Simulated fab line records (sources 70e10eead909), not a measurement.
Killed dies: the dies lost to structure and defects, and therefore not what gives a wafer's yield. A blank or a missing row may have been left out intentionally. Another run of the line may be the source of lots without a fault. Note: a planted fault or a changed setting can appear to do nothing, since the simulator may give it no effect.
What tool caused it? | flow nandHarc | Sampling: 23 lots, 69 wafers, 4 of 1302 route steps

## WHAT EACH GAUGE READ, for each wafer
NHARC_A_CONTACT_CD_MEAS_08: target cd 200 nm. Usual: cdNm at 199.8 nm, with a standard deviation of 0.64.
lot  | measured     | on       | cdNm (nm)         | flag
L075 | day 22 07:16 | cdSem-01 | 200.2 200.3 200.7 | 
L074 | day 22 11:09 | cdSem-03 | 198.9 199.8 200.6 | 
L076 | day 22 22:59 | cdSem-01 | 201.0 199.4 200.7 | 
L077 | day 23 12:29 | cdSem-01 | 199.8 199.9 200.7 | 
L078 | day 23 14:53 | cdSem-01 | 200.2 200.8 201.1 | 
L079 | day 24 02:04 | cdSem-01 | 200.6 200.0 199.1 | 
L080 | day 24 13:17 | cdSem-02 | 199.8 199.5 200.1 | 
L081 | day 24 16:49 | cdSem-01 | 201.2 200.0 199.8 | 
L082 | day 25 18:44 | cdSem-01 | 198.7 199.2 199.9 | 
L083 | day 26 03:21 | cdSem-02 | 200.5 200.2 200.5 | 
L084 | day 26 09:25 | cdSem-02 | 199.5 199.5 199.9 | 
L086 | day 26 16:41 | cdSem-02 | 199.6 200.0 199.6 | 
L085 | day 26 17:05 | cdSem-01 | 200.7 200.2 200.3 | 
L087 | day 27 23:19 | cdSem-03 | 200.0 199.7 199.5 | 
L088 | day 28 01:05 | cdSem-01 | 199.9 200.8 200.2 | 
L089 | day 29 13:53 | cdSem-02 | 199.4 199.8 197.9 | 
L090 | day 29 15:05 | cdSem-01 | 199.0 198.4 199.3 | 
L092 | day 30 06:47 | cdSem-01 | 199.3 199.2 199.8 | 
L094 | day 30 08:52 | cdSem-01 | 200.5 199.9 199.2 | 
L093 | day 30 12:17 | cdSem-03 | 200.5 200.8 199.2 | 
L096 | day 31 05:01 | cdSem-03 | 200.0 198.8 198.9 | 
L097 | day 31 07:42 | cdSem-01 | 198.8 199.7 198.9 | 
L095 | day 31 13:58 | cdSem-02 | 199.4 199.6 199.9 | 

## EACH LOT AND THE TOOL THAT RAN IT (in order: tool; ch and the chambers of the sampled wafers; start)
lot  | NHARC_A_CONTACT_ETCH_130           | NHARC_A_CONTACT_ETCH_97                      | NHARC_A_CONTACT_ETCH_106
L075 | harCapEtch-02 ch 0,1, day 22 02:09 | rieDiel-02 ch 1,2, day 22 03:38              | rieDiel-02 ch 0,1, day 22 04:04
L074 | harCapEtch-03 ch 0,1, day 22 05:43 | rieDiel-13 ch 0,2,3, day 22 07:34 or earlier | rieDiel-02 ch 0,1,2, day 22 07:34
L076 | harCapEtch-02 ch 0,1, day 22 17:16 | rieDiel-02 ch 0,2,3, day 22 19:57 or earlier | rieDiel-02 ch 0,2, day 22 19:57
L077 | harCapEtch-03 ch 0,1, day 23 03:53 | rieDiel-02 ch 0,1,2, day 23 06:32 or earlier | rieDiel-02 ch 0,2,3, day 23 06:32
L078 | harCapEtch-01 ch 0,1, day 23 07:47 | rieDiel-02 ch 2,3, day 23 09:35 or earlier   | rieDiel-02 ch 1,2, day 23 09:35
L079 | harCapEtch-03 ch 0,1, day 23 21:00 | rieDiel-02 ch 1,2,3, day 23 22:52 or earlier | rieDiel-13 ch 0,1,3, day 23 22:52
L080 | harCapEtch-01 ch 1, day 24 03:26   | rieDiel-02 ch 0,1, day 24 05:19 or earlier   | rieDiel-03 ch 1,2,3, day 24 05:19
L081 | harCapEtch-02 ch 0,1, day 24 08:53 | rieDiel-02 ch 0,2,3, day 24 10:44 or earlier | rieDiel-13 ch 0,1,2, day 24 10:44
L082 | harCapEtch-03 ch 0,1, day 25 13:38 | rieDiel-13 ch 0,1, day 25 15:44 or earlier   | rieDiel-13 ch 1,3, day 25 15:44
L083 | harCapEtch-01 ch 0,1, day 25 20:43 | rieDiel-03 ch 0,1,3, day 25 22:40 or earlier | rieDiel-13 ch 0,3, day 25 22:40
L084 | harCapEtch-01 ch 0,1, day 26 04:37 | rieDiel-02 ch 0,1,2, day 26 06:25 or earlier | rieDiel-02 ch 0,1,2, day 26 06:25
L086 | harCapEtch-03 ch 0,1, day 26 11:30 | rieDiel-02 ch 2,3, day 26 13:32 or earlier   | rieDiel-02 ch 0,2,3, day 26 13:32
L085 | harCapEtch-01 ch 0,1, day 26 11:52 | rieDiel-02 ch 0,2, day 26 13:52 or earlier   | rieDiel-13 ch 1,2, day 26 13:52
L087 | harCapEtch-03 ch 0,1, day 27 17:56 | rieDiel-13 ch 0,2,3, day 27 19:46 or earlier | rieDiel-02 ch 0,1,3, day 27 19:46
L088 | harCapEtch-02 ch 0,1, day 27 19:57 | rieDiel-02 ch 0,2,3, day 27 21:45 or earlier | rieDiel-13 ch 0,1,3, day 27 21:45
L089 | harCapEtch-03 ch 0,1, day 29 05:33 | rieDiel-13 ch 0,1,3, day 29 07:43 or earlier | rieDiel-13 ch 2,3, day 29 07:43
L090 | harCapEtch-02 ch 1, day 29 08:11   | rieDiel-02 ch 2,3, day 29 09:59 or earlier   | rieDiel-03 ch 1,2,3, day 29 09:59
L092 | harCapEtch-02 ch 0,1, day 30 01:50 | rieDiel-02 ch 1,2, day 30 03:41 or earlier   | rieDiel-02 ch 1,2,3, day 30 03:41
L094 | harCapEtch-03 ch 0, day 30 01:53   | rieDiel-03 ch 1,2, day 30 04:11 or earlier   | rieDiel-03 ch 1,2, day 30 04:11
L093 | harCapEtch-02 ch 0,1, day 30 07:13 | rieDiel-02 ch 2,3, day 30 09:02 or earlier   | rieDiel-02 ch 1,2, day 30 09:02
L096 | harCapEtch-01 ch 0,1, day 30 23:29 | rieDiel-02 ch 1,2,3, day 31 01:19 or earlier | rieDiel-02 ch 0,1, day 31 01:19
L097 | harCapEtch-03 ch 0,1, day 31 01:54 | rieDiel-03 ch 0,1,2, day 31 03:43 or earlier | rieDiel-02 ch 0,1,2, day 31 03:43
L095 | harCapEtch-01 ch 0,1, day 31 09:02 | rieDiel-03 ch 1,2, day 31 10:52 or earlier   | rieDiel-02 ch 0,2,3, day 31 10:52
- NHARC_A_CONTACT_ETCH_130: etches the open film in C4F8/O2/Ar, time 197 s, target depth 1918 nm.
- NHARC_A_CONTACT_ETCH_97: etches the open film in C4F6/O2, target depth 20 nm, time 10 s.
- NHARC_A_CONTACT_ETCH_106: etches the open film in CF4/O2, target depth 90 nm, overetch 9 nm, time 49.5 s.

## WHAT THE TOOLS THEMSELVES READ (means of the sampled wafers that have a number; where no wafer has one, the mark that the record gives instead)
NHARC_A_CONTACT_ETCH_97. Usual: drypumpMotorCurrentA 5.8 A, standard deviation 0.37; oesProductAu 0.956 a.u., standard deviation 0.022; rfVppV 547 V, standard deviation 3.3; showerheadPlenumPTorr 3.95 Torr, standard deviation 0.16; throttleValvePct 26.904 %, standard deviation 0.0093.
lot  | tool       | drypumpMotorCurrentA (A) | oesProductAu (a.u.) | rfVppV (V) | showerheadPlenumPTorr (Torr) | throttleValvePct (%) | flag
L075 | rieDiel-02 | 5.7                      | 0.951               | 545        | 3.81                         | 26.907               | 
L074 | rieDiel-13 | 6.1                      | 0.952               | 546        | 3.84                         | 26.893               | 
L076 | rieDiel-02 | 5.6                      | 0.955               | 547        | 3.96                         | 26.905               | 
L077 | rieDiel-02 | 5.6                      | 0.960               | 546        | 3.90                         | 26.903               | 
L078 | rieDiel-02 | 5.7                      | 0.947               | 548        | 3.98                         | 26.902               | 
L079 | rieDiel-02 | 5.6                      | 0.969               | 547        | 3.92                         | 26.901               | 
L080 | rieDiel-02 | 5.3                      | 0.947               | 547        | 3.95                         | 26.912               | 
L081 | rieDiel-02 | 5.7                      | 0.950               | 547        | 3.96                         | 26.911               | 
L082 | rieDiel-13 | 6.3                      | 1.008               | 550        | 4.05                         | 26.894               | 
L083 | rieDiel-03 | 6.1                      | 0.954               | 549        | 4.03                         | 26.895               | 
L084 | rieDiel-02 | 5.6                      | 0.939               | 547        | 3.89                         | 26.904               | 
L086 | rieDiel-02 | 5.8                      | 0.945               | 546        | 3.86                         | 26.898               | 
L085 | rieDiel-02 | 5.8                      | 0.953               | 546        | 3.84                         | 26.908               | 
L087 | rieDiel-13 | 6.1                      | 0.964               | 548        | 4.01                         | 26.906               | 
L088 | rieDiel-02 | 5.7                      | 0.993               | 548        | 3.95                         | 26.903               | 
L089 | rieDiel-13 | 6.1                      | 0.945               | 551        | 4.11                         | 26.903               | 
L090 | rieDiel-02 | 5.7                      | 0.945               | 547        | 3.97                         | 26.899               | 
L092 | rieDiel-02 | 5.4                      | 0.944               | 546        | 3.85                         | 26.903               | 
L094 | rieDiel-03 | 6.1                      | 0.986               | 549        | 4.02                         | 26.906               | 
L093 | rieDiel-02 | 5.7                      | 0.948               | 547        | 3.97                         | 26.908               | 
L096 | rieDiel-02 | 5.6                      | 0.940               | 546        | 3.91                         | 26.908               | 
L097 | rieDiel-03 | 6.1                      | 0.942               | 546        | 3.88                         | 26.905               | 
L095 | rieDiel-03 | 6.1                      | 0.933               | 549        | 4.01                         | 26.910               | 

NHARC_A_CONTACT_ETCH_106. Usual: drypumpMotorCurrentA 5.8 A, standard deviation 0.41; oesProductAu 0.998 a.u., standard deviation 0.013; rfVppV 198.1 V, standard deviation 1.4; showerheadPlenumPTorr 1.35 Torr, standard deviation 0.059; throttleValvePct 13.398 %, standard deviation 0.0085.
lot  | tool       | drypumpMotorCurrentA (A) | oesProductAu (a.u.) | rfVppV (V) | showerheadPlenumPTorr (Torr) | throttleValvePct (%) | flag
L075 | rieDiel-02 | 5.4                      | 0.996               | 197.8      | 1.36                         | 13.388               | 
L074 | rieDiel-02 | 5.5                      | 1.004               | 197.4      | 1.33                         | 13.403               | 
L076 | rieDiel-02 | 5.8                      | 1.001               | 197.1      | 1.31                         | 13.398               | 
L077 | rieDiel-02 | 5.6                      | 1.004               | 198.6      | 1.35                         | 13.394               | 
L078 | rieDiel-02 | 5.7                      | 1.000               | 196.7      | 1.30                         | 13.398               | 
L079 | rieDiel-13 | 6.1                      | 1.007               | 199.4      | 1.41                         | 13.398               | 
L080 | rieDiel-03 | 6.0                      | 0.992               | 198.9      | 1.37                         | 13.407               | 
L081 | rieDiel-13 | 6.4                      | 1.001               | 198.4      | 1.37                         | 13.403               | 
L082 | rieDiel-13 | 6.1                      | 0.988               | 200.4      | 1.43                         | 13.400               | 
L083 | rieDiel-13 | 6.0                      | 1.011               | 198.5      | 1.38                         | 13.400               | 
L084 | rieDiel-02 | 5.5                      | 0.986               | 198.0      | 1.32                         | 13.397               | 
L086 | rieDiel-02 | 5.6                      | 0.980               | 197.8      | 1.34                         | 13.395               | 
L085 | rieDiel-13 | 6.5                      | 0.996               | 198.2      | 1.35                         | 13.394               | 
L087 | rieDiel-02 | 5.4                      | 0.996               | 198.7      | 1.36                         | 13.391               | 
L088 | rieDiel-13 | 6.1                      | 1.000               | 198.9      | 1.41                         | 13.395               | 
L089 | rieDiel-13 | 5.9                      | 1.002               | 199.5      | 1.39                         | 13.399               | 
L090 | rieDiel-03 | 6.0                      | 0.998               | 199.0      | 1.36                         | 13.401               | 
L092 | rieDiel-02 | 5.5                      | 0.998               | 197.7      | 1.33                         | 13.400               | 
L094 | rieDiel-03 | 6.1                      | 0.992               | 198.6      | 1.37                         | 13.379               | 
L093 | rieDiel-02 | 5.7                      | 0.996               | 197.0      | 1.29                         | 13.390               | 
L096 | rieDiel-02 | 5.4                      | 0.996               | 197.9      | 1.35                         | 13.393               | 
L097 | rieDiel-02 | 5.5                      | 0.987               | 197.5      | 1.32                         | 13.409               | 
L095 | rieDiel-02 | 5.6                      | 0.986               | 198.6      | 1.34                         | 13.400               | 

## THE ANSWER, worked out from the rows above alone
Rule: lot off if the mean of its wafers having a number is beyond 3 standard deviations from the usual mean. A lot without any number at a reading at which 4 lots or more have one is off too. Any other lot the step has rows for is counted as sound. The gauges are gone through in route order, then the tools' own readings, and for those a lot's mean is taken as printed above. The first step at which some lot is off is used, and at that step the reading that is off furthest; a lot without a number counts as furthest.
No lot is off on any of the readings shown, so nothing can be concluded from this.

## WHAT THE SIMULATOR HAD INSERTED
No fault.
